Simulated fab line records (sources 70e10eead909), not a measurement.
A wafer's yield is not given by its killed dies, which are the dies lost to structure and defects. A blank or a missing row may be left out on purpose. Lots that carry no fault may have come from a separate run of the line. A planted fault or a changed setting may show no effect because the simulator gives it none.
fab line records | flow nandHarc
record lots=7 wafers=21 lastDay=24
route steps=1159 shown A_CONTACT@888 END@1159
lots that met no fault: taken from a fault-free run of the same line
startH: hours from the record's first day to the start of the lot's first wafer shown | waitH: hours from the lot's prior step to this one | " as in the row above | L1.1+2: a single row standing in for several wafers | - no value present, or no start provided | * or withheld: withheld | < > ~ a bound
route shown NAME@n: a module of which the file shows steps, and the number in the route of the first | usual: average and standard deviation across the fault-free wafers | same: alike in all rows | chamber/n: place in a boat | sites: each site's reading | _std_site: how widely they spread, as a standard deviation | _edge_site: inner sites' mean taken away from outer sites' mean | radiusMm: how far each site lies from the wafer's centre | mask NAME#n: copy n | behind: tool/chamber where the wafer was last shaped | hold: what put the lot on hold/how long, in hours/how the hold closed | device: the transistor (n, p or np) that didn't switch | end of line: at the end of the route, the tests of the same wafers | for a step that has no rows: nothing shown but its recipe | killed: at the first sort, the dies lost to defects and structure; wafer yield is something else | map: the dies of a wafer, with x for killed, . for not killed, _ for no die there
set.NAME: the setting as run; set.NAME@STEP: as run at that earlier step | model.NAME: the simulator's own value behind a step, which no gauge read
lots at some steps of the route; a table a step, a row a wafer
services: from which hour (startH, from the record's first day; less than 0 if before it) a tool's chamber was out of use, for how many hours, and why
## steps
# step NHARC_A_CONTACT_COAT_61
# recipe tempC=260 timeS=75
# step NHARC_A_CONTACT_COAT_62
# recipe tempC=225 timeS=65
# step NHARC_A_CONTACT_COAT_63
# recipe spinRpm=1500 resistThkNm=90
# step NHARC_A_CONTACT_SOFTBAKE_64
# recipe tempC=105 timeS=55
# step NHARC_A_CONTACT_EBR_65
# step NHARC_A_CONTACT_EXPOSE_66
# recipe na=1.35 sigmaOuter=0.8 doseMj=59.02 maskId=A_CC_2
# step NHARC_A_CONTACT_PEB_67
# recipe pebTempC=100 pebTimeS=65
# step NHARC_A_CONTACT_DEVELOP_68
# recipe developTimeS=35 devTempC=23
# step NHARC_A_CONTACT_CD_MEAS_69
# recipe targetCdNm=200 landingEnergyEv=500
# usual cdNm=200.1/0.49
# columns lot.wafer tool chamber startH waitH cdNm
L899.3 cdSem-01 0 396.05 - 200.0
L899.4 " 0 " " 199.7
L899.6 " 0 " " 199.2
L898.3 cdSem-03 0 397.67 - 199.9
L898.4 " 0 " " 200.3
L898.5 " 0 " " 200.5
L908.1 cdSem-02 0 460.31 - 200.1
L908.2 " 0 " " 200.3
L908.6 " 0 " " 200.2
L910.2 cdSem-01 0 466.55 - 200.2
L910.4 " 0 " " 199.9
L910.6 " 0 " " 200.0
L911.3 cdSem-01 0 479.11 - 200.6
L911.4 " 0 " " 200.1
L911.6 " 0 " " 200.2
L916.1 cdSem-02 0 497.19 - 200.6
L916.3 " 0 " " 199.9
L916.6 " 0 " " 200.1
L913.3 cdSem-02 0 502.88 - 199.6
L913.5 " 0 " " 199.8
L913.6 " 0 " " 199.7
# step NHARC_A_CONTACT_OVL_MEAS_70
# usual overlayXNm=0.1/0.91 overlayYNm=0.0/0.88
# columns lot.wafer tool chamber startH waitH overlayXNm overlayYNm
L899.3 overlay-02 - 396.13 - 0.9 0.7
L899.4 " - " " 1.0 0.8
L899.6 " - " " 1.0 0.9
L898.3 overlay-01 - 397.75 - -0.5 -0.4
L898.4 " - " " 0.5 0.0
L898.5 " - " " 0.4 -0.7
L908.1 overlay-01 - 460.39 - 0.3 0.4
L908.2 " - " " 0.2 0.2
L908.6 " - " " 0.7 0.0
L910.2 overlay-02 - 466.64 - 0.2 -0.1
L910.4 " - " " 0.7 -0.6
L910.6 " - " " 0.5 0.1
L911.3 overlay-02 - 479.19 - -0.3 -0.6
L911.4 " - " " -0.4 -0.4
L911.6 " - " " -0.3 -1.0
L916.1 overlay-02 - 497.30 - 0.0 -0.4
L916.3 " - " " -0.2 -0.6
L916.6 " - " " -0.3 -0.8
L913.3 overlay-01 - 502.96 - 0.9 -0.9
L913.5 " - " " 1.8 -0.1
L913.6 " - " " 1.5 -0.2
# step NHARC_A_CONTACT_INSPECT_71
# usual rawDefectCount=29/14
# columns lot.wafer tool chamber startH waitH rawDefectCount
L899.3 defectInspect-01 - 396.17 0.0 32
L899.4 " - " " 26
L899.6 " - " " 40
L898.3 defectInspect-01 - 397.79 0.0 38
L898.4 " - " " 28
L898.5 " - " " 30
L908.1 defectInspect-01 - 460.43 0.0 45
L908.2 " - " " 39
L908.6 " - " " 41
L910.2 defectInspect-01 - 466.68 0.0 39
L910.4 " - " " 47
L910.6 " - " " 41
L911.3 defectInspect-01 - 479.23 0.0 33
L911.4 " - " " 25
L911.6 " - " " 33
L916.1 defectInspect-01 - 497.33 0.0 40
L916.3 " - " " 34
L916.6 " - " " 35
L913.3 defectInspect-01 - 503.00 0.0 39
L913.5 " - " " 46
L913.6 " - " " 56
# step NHARC_A_CONTACT_DESCUM_74
# recipe timeS=3 o2FlowSccm=200 arFlowSccm=0 biasPowerW=0 chemistry=O2
# usual drypumpMotorCurrentA=6.0/0.37 o2FlowSccm=199.9/0.7 oesProductAu=1.002/0.013 rfVppV=57.5/0.87 showerheadPlenumPTorr=1.86/0.05 throttleValvePct=11.311/0.0086
# columns lot.wafer tool chamber startH waitH drypumpMotorCurrentA o2FlowSccm oesProductAu rfHoursCounterH rfVppV showerheadPlenumPTorr throttleValvePct
L899.3 rieDiel-08 1 396.23 0.1 5.9 200.2 1.010 28 58.5 1.84 11.301
L899.4 " 3 " " 5.5 199.2 0.984 32 56.9 1.84 11.310
L899.6 " 1 " " 5.9 199.6 0.998 - 56.8 1.84 11.325
L898.3 rieDiel-06 0 397.86 0.1 5.9 199.2 1.000 30 58.6 1.85 11.327
L898.4 " 2 " " 6.5 200.0 0.982 25 58.2 1.88 11.312
L898.5 " 3 " " 5.7 200.0 0.980 - 58.2 1.95 11.310
L908.2 rieDiel-06 2 460.49 0.1 6.5 199.9 0.994 7 57.4 1.88 11.293
L908.1 " 0 " " 5.9 199.9 1.021 7 56.8 1.85 11.318
L908.6 " 0 " " 5.9 199.5 1.014 - 58.3 1.85 11.326
L910.2 rieDiel-06 2 466.74 0.1 6.6 199.3 0.995 9 56.9 1.88 11.314
L910.4 " 3 " " 5.7 199.6 0.990 8 58.0 1.94 11.300
L910.6 " 2 " " 6.5 199.4 1.002 - 59.4 1.88 11.312
L911.3 rieDiel-06 1 479.29 0.1 5.7 199.9 1.023 10 55.4 1.88 11.325
L911.4 " 3 " " 5.7 199.5 1.002 10 57.6 1.94 11.307
L911.6 " 2 " " 6.5 198.7 0.990 - 57.7 1.88 11.315
L916.3 rieDiel-03 0 497.39 0.1 6.5 201.2 1.008 36 57.8 1.77 11.310
L916.1 " 3 " " 5.2 199.8 1.018 36 58.7 1.85 11.328
L916.6 " 1 " " 6.0 199.4 1.012 - 56.6 1.81 11.310
L913.3 rieDiel-03 3 503.07 0.1 5.3 198.8 1.023 37 57.2 1.85 11.302
L913.5 " 2 " " 5.5 200.4 1.009 - 56.9 1.79 11.310
L913.6 " 3 " " 5.3 200.0 1.022 - 57.6 1.85 11.324
# step NHARC_A_CONTACT_ETCH_75
# recipe targetDepthA=390 overEtchFrac=0.3 timeS=65 ionEnergyEv=80 cf4FlowSccm=150 arFlowSccm=0 rfW=300 biasW=100 chemistry=CF4
# usual cf4FlowSccm=150.0/0.48 drypumpMotorCurrentA=5.9/0.37 oesProductAu=1.003/0.011 rfVppV=150.7/0.96 runLengthS=86.4/0.54 showerheadPlenumPTorr=1.72/0.044 throttleValvePct=13.283/0.0098
# columns lot.wafer tool chamber startH waitH cf4FlowSccm drypumpMotorCurrentA oesProductAu rfHoursCounterH rfVppV runLengthS showerheadPlenumPTorr throttleValvePct
L899.3 rieDiel-08 2 396.31 0.1 150.5 6.5 0.992 30 151.5 86.8 1.79 13.300
L899.4 " 1 " " 149.7 5.9 1.002 28 149.4 86.9 1.70 13.298
L899.6 " 3 " " 150.2 5.5 0.987 - 150.3 86.7 1.71 13.276
L898.3 rieDiel-06 3 397.95 0.1 149.4 5.7 0.984 27 150.4 85.9 1.80 13.274
L898.4 " 1 " " 150.3 5.7 1.018 30 152.0 87.1 1.74 13.276
L898.5 " 0 " " 149.7 5.9 1.012 - 150.8 86.1 1.72 13.279
L908.1 rieDiel-06 3 460.59 0.1 150.1 5.7 1.010 7 151.4 85.9 1.80 13.280
L908.2 " 2 " " 150.5 6.5 1.011 7 151.2 70.7 1.74 13.267
L908.6 " 2 " " 150.2 6.5 1.006 - 150.2 71.6 1.74 13.278
L910.2 rieDiel-06 2 466.82 0.1 150.3 6.5 0.999 9 150.6 70.6 1.74 13.253
L910.4 " 1 " " 149.6 5.7 1.023 8 151.7 87.2 1.74 13.279
L910.6 " 3 " " 149.4 5.7 0.998 - 151.0 71.2 1.80 13.265
L911.3 rieDiel-06 3 479.39 0.1 149.6 5.6 0.993 10 151.1 86.2 1.79 13.280
L911.4 " 0 " " 149.9 6.0 1.006 10 151.4 86.3 1.71 13.266
L911.6 " 2 " " 150.2 6.5 0.998 - 151.4 70.6 1.74 13.285
L916.3 rieDiel-03 2 497.49 0.1 149.9 5.6 0.993 34 149.2 86.6 1.66 13.286
L916.1 " 3 " " 148.9 5.3 1.012 36 149.0 86.3 1.71 13.271
L916.6 " 2 " " 150.3 5.6 1.001 - 150.1 86.8 1.66 13.294
L913.3 rieDiel-03 2 503.16 0.1 151.0 5.5 0.990 36 148.3 86.6 1.66 13.295
L913.5 " 3 " " 149.6 5.3 1.020 - 150.8 86.5 1.71 13.296
L913.6 " 0 " " 149.5 6.5 0.992 - 149.3 86.1 1.64 13.286
# step NHARC_A_CONTACT_ETCH_76
# recipe targetDepthA=2600 overEtchFrac=0.3 timeS=475.3 ionEnergyEv=200 n2FlowSccm=150 h2FlowSccm=150 arFlowSccm=0 rfW=400 biasW=150 chemistry=N2/H2
# usual drypumpMotorCurrentA=6.0/0.37 oesProductAu=1.003/0.011 rfVppV=428.8/1.9 runLengthS=496.7/0.5 showerheadPlenumPTorr=1.98/0.056 throttleValvePct=14.171/0.01
# columns lot.wafer tool chamber startH waitH drypumpMotorCurrentA oesProductAu rfHoursCounterH rfVppV runLengthS showerheadPlenumPTorr throttleValvePct
L899.4 rieDiel-08 2 - - 6.5 0.991 30 431.1 497.3 2.06 14.156
L899.3 " 3 " " 5.6 0.983 32 429.0 496.9 1.96 14.180
L899.6 " 2 " " 6.5 0.999 - 431.8 496.9 2.06 14.164
L898.4 rieDiel-06 1 - - 5.7 1.009 31 431.5 497.1 2.01 14.166
L898.3 " 0 " " 5.9 0.999 30 428.5 496.4 1.97 14.151
L898.5 " 2 " " 6.5 0.992 - 431.0 496.4 2.00 14.174
L908.2 rieDiel-06 2 - - 6.5 0.987 7 429.6 496.7 2.00 14.174
L908.1 " 3 " " 5.7 0.998 7 431.6 496.3 2.07 14.173
L908.6 " 3 " " 5.7 0.996 - 432.4 496.2 2.07 14.171
L910.2 rieDiel-06 1 - - 5.7 1.023 8 429.5 497.4 2.00 14.161
L910.4 " 2 " " 6.5 0.991 9 429.4 496.8 2.00 14.171
L910.6 " 3 " " 5.7 0.997 - 431.5 496.3 2.07 14.183
L911.4 rieDiel-06 0 - - 6.0 1.014 10 427.6 496.5 1.97 14.179
L911.3 " 1 " " 5.7 1.025 10 430.2 497.2 2.00 14.179
L911.6 " 1 " " 5.7 1.031 - 429.9 497.8 2.00 14.173
L916.3 rieDiel-03 2 - - 5.5 0.993 35 425.5 497.4 1.90 14.176
L916.1 " 0 " " 6.5 1.000 36 426.0 496.6 1.88 14.183
L916.6 " 1 " " 6.0 1.000 - 428.4 496.3 1.93 14.173
L913.3 rieDiel-03 3 - - 5.2 1.022 37 430.5 496.5 1.97 14.153
L913.6 " 1 " " 6.0 0.996 - 427.3 496.2 1.93 14.150
L913.5 " 2 " " 5.6 0.984 - 427.2 497.2 1.90 14.167
# step NHARC_END_SORT_01
# recipe tempC=25
# usual killedAtArray=27/9.9 killedAtOther=0.6/0.84 killedAtPeriphery=3.7/2.5 killedDies=31/9.9 killedOpen=3.0/1.6 killedShort=1.9/1.2
# same grossDies=677
# columns lot.wafer tool chamber startH waitH killedAtArray killedAtOther killedAtPeriphery killedDies killedOpen killedShort
L899.3 prober-02 0 461.52 3.1 27 0 2 29 3 1
L899.4 prober-02 0 462.31 3.4 29 0 3 32 2 3
L899.6 prober-02 0 463.89 4.0 30 1 2 33 4 2
L908.1 prober-01 0 525.07 2.5 40 0 1 41 2 0
L908.2 prober-01 0 525.86 2.8 25 1 1 27 1 0
L908.6 prober-01 0 529.02 4.0 36 0 3 39 1 2
L911.3 prober-02 0 542.98 3.1 33 1 2 36 3 3
L911.4 prober-02 0 543.77 3.4 14 0 5 19 1 1
L911.6 prober-02 0 545.35 3.9 32 3 2 37 4 1
L913.3 prober-02 0 567.76 3.1 37 0 0 37 5 1
L913.5 prober-02 0 569.36 3.7 44 0 6 50 4 4
L913.6 prober-02 0 570.16 4.0 40 1 4 45 1 3
# killed by level:class
L899.3 A_SLIT:chamberFilmFlake=12 A_CHANNEL_HOLE_D1:chamberFilmFlake=8 A_STAIRCASE:chamberFilmFlake=2 P_STI:geometricParticle:open=1 A_CHANNEL_FILL_D1:geometricParticle:short=1 A_CONTACT:geometricParticle:open=1 A_M0:geometricParticle:open=1 P_ZERO_WELL:chamberFilmFlake=1
L899.4 A_SLIT:chamberFilmFlake=11 A_CHANNEL_HOLE_D1:chamberFilmFlake=10 A_ZERO_WELL:chamberFilmFlake=4 P_M0:geometricParticle:open=1 P_M2:geometricParticle:short=1 A_SGD_CUT:geometricParticle:short=1 A_WL_FILL:geometricParticle:short=1 A_CONTACT:geometricParticle:open=1
L899.6 A_CHANNEL_HOLE_D1:chamberFilmFlake=10 A_SLIT:chamberFilmFlake=9 A_CONTACT:chamberFilmFlake=3 A_WL_FILL:chamberFilmFlake=2 P_STI:geometricParticle:short=1 A_ONON_D1:geometricParticle:open=1 A_CHANNEL_FILL_D1:geometricParticle:open=1 A_WL_FILL:geometricParticle:open=1
L908.1 A_SLIT:chamberFilmFlake=18 A_CHANNEL_HOLE_D1:chamberFilmFlake=16 A_STAIRCASE:chamberFilmFlake=2 A_CHANNEL_FILL_D1:geometricParticle:open=1 A_CONTACT:geometricParticle:open=1 P_BONDPAD:chamberFilmFlake=1 A_ZERO_WELL:chamberFilmFlake=1 A_BLC:chamberFilmFlake=1
L908.2 A_SLIT:chamberFilmFlake=12 A_CHANNEL_HOLE_D1:chamberFilmFlake=9 A_BLC:chamberFilmFlake=2 A_M0:geometricParticle:open=1 P_CONTACT:chamberFilmFlake=1 A_CONTACT:chamberFilmFlake=1 THIN_TSV:chamberFilmFlake=1
L908.6 A_SLIT:chamberFilmFlake=11 A_CHANNEL_HOLE_D1:chamberFilmFlake=9 A_BLC:chamberFilmFlake=7 A_STAIRCASE:chamberFilmFlake=4 P_STI:chamberFilmFlake=2 A_CHANNEL_HOLE_D1:geometricParticle:short=1 A_CONTACT:geometricParticle:short=1 A_M0:geometricParticle:open=1
L911.3 A_CHANNEL_HOLE_D1:chamberFilmFlake=20 A_CONTACT:chamberFilmFlake=5 A_ONON_D1:geometricParticle:open=2 P_M1:geometricParticle:open=1 A_CHANNEL_FILL_D1:geometricParticle:short=1 A_SGD_CUT:geometricParticle:short=1 A_BLC:geometricParticle:short=1 P_ZERO_WELL:chamberFilmFlake=1
L911.4 A_CHANNEL_HOLE_D1:chamberFilmFlake=8 P_STI:chamberFilmFlake=4 A_STAIRCASE:chamberFilmFlake=2 A_CHANNEL_HOLE_D1:geometricParticle:short=1 A_SGD_CUT:geometricParticle:open=1 P_ZERO_WELL:chamberFilmFlake=1 A_ZERO_WELL:chamberFilmFlake=1 A_CONTACT:chamberFilmFlake=1
L911.6 A_CHANNEL_HOLE_D1:chamberFilmFlake=17 A_STAIRCASE:chamberFilmFlake=5 A_CONTACT:chamberFilmFlake=3 THIN_TSV:chamberFilmFlake=3 A_ONON_D1:geometricParticle:open=2 A_SGD_CUT:geometricParticle:short=1 A_SGD_CUT:geometricParticle:open=1 A_M1:geometricParticle:open=1
L913.3 A_SLIT:chamberFilmFlake=18 A_CHANNEL_HOLE_D1:chamberFilmFlake=6 A_CHANNEL_FILL_D1:chamberFilmFlake=5 A_CONTACT:geometricParticle:open=3 A_STAIRCASE:chamberFilmFlake=2 A_ONON_D1:geometricParticle:open=1 A_CHANNEL_FILL_D1:geometricParticle:short=1 A_WL_FILL:geometricParticle:open=1
L913.5 A_SLIT:chamberFilmFlake=20 A_CHANNEL_HOLE_D1:chamberFilmFlake=7 A_STAIRCASE:chamberFilmFlake=4 P_GATE:chamberFilmFlake=3 A_CONTACT:chamberFilmFlake=3 P_GATE:geometricParticle:open=2 A_ONON_D1:geometricParticle:short=2 A_CHANNEL_FILL_D1:geometricParticle:short=2
L913.6 A_SLIT:chamberFilmFlake=16 A_CHANNEL_HOLE_D1:chamberFilmFlake=11 A_STAIRCASE:chamberFilmFlake=6 A_CHANNEL_FILL_D1:chamberFilmFlake=2 A_WL_FILL:chamberFilmFlake=2 P_GATE:geometricParticle:short=1 P_CONTACT:geometricParticle:open=1 A_CHANNEL_FILL_D1:geometricParticle:short=1
## services
# columns tool chamber startH hours kind
rieDiel-06 0 372.78 - clean
rieDiel-06 1 372.78 - clean
rieDiel-06 2 372.78 - clean
rieDiel-06 3 372.78 - clean
rieDiel-06 2 372.95 7.0 repair
rieDiel-03 - 392.49 9.0 pm
rieDiel-06 0 397.28 - clean
rieDiel-06 1 397.28 - clean
rieDiel-06 2 397.28 - clean
rieDiel-06 3 397.28 - clean
rieDiel-08 3 412.25 7.3 repair
rieDiel-06 - 418.25 9.0 pm
rieDiel-06 0 418.25 9.0 ventCycle
rieDiel-06 1 418.25 9.0 ventCycle
rieDiel-06 2 418.25 9.0 ventCycle
rieDiel-06 3 418.25 9.0 ventCycle
rieDiel-08 0 425.33 4.7 repair
rieDiel-06 0 427.25 - clean
rieDiel-06 1 427.25 - clean
rieDiel-03 2 435.96 5.0 repair
rieDiel-08 2 457.24 16.9 repair
rieDiel-08 - 478.95 9.0 pm
rieDiel-06 2 496.83 10.5 repair
rieDiel-08 0 501.98 4.2 repair
## key
firstSign step=NHARC_A_CONTACT_ETCH_75 reading=runLengthS direction=down sigmas=29 usual=* struck=*
effect none on later readings
metAt NHARC_A_CONTACT_ETCH_75
struckWafers L908.2,L908.6,L910.2,L910.6,L911.6
sortLeftOut L910.2,L910.6
testerLeftOut L908,L910,L911
onsetBetween 397.95 460.59
fault kind=processParameterDrift tool=rieDiel-06 chamber=- onsetH=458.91 steps=NHARC_A_CONTACT_ETCH_75 channel=timeS offset=* shape=step endH=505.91 scope=struckWafersOnly actsIn=* stated=*
# testerLeftOut: of these lots the tester's yield and bins aren't shown, on N5 and GAA mostly nor the transistor test; their killed dies are dies lost to structure and defects alone, not to doping, threshold or leakage, so they don't give the yield
# sortLeftOut: the simulated sort isn't trusted on such a fault, so these wafers' sort isn't shown, and their yield isn't known
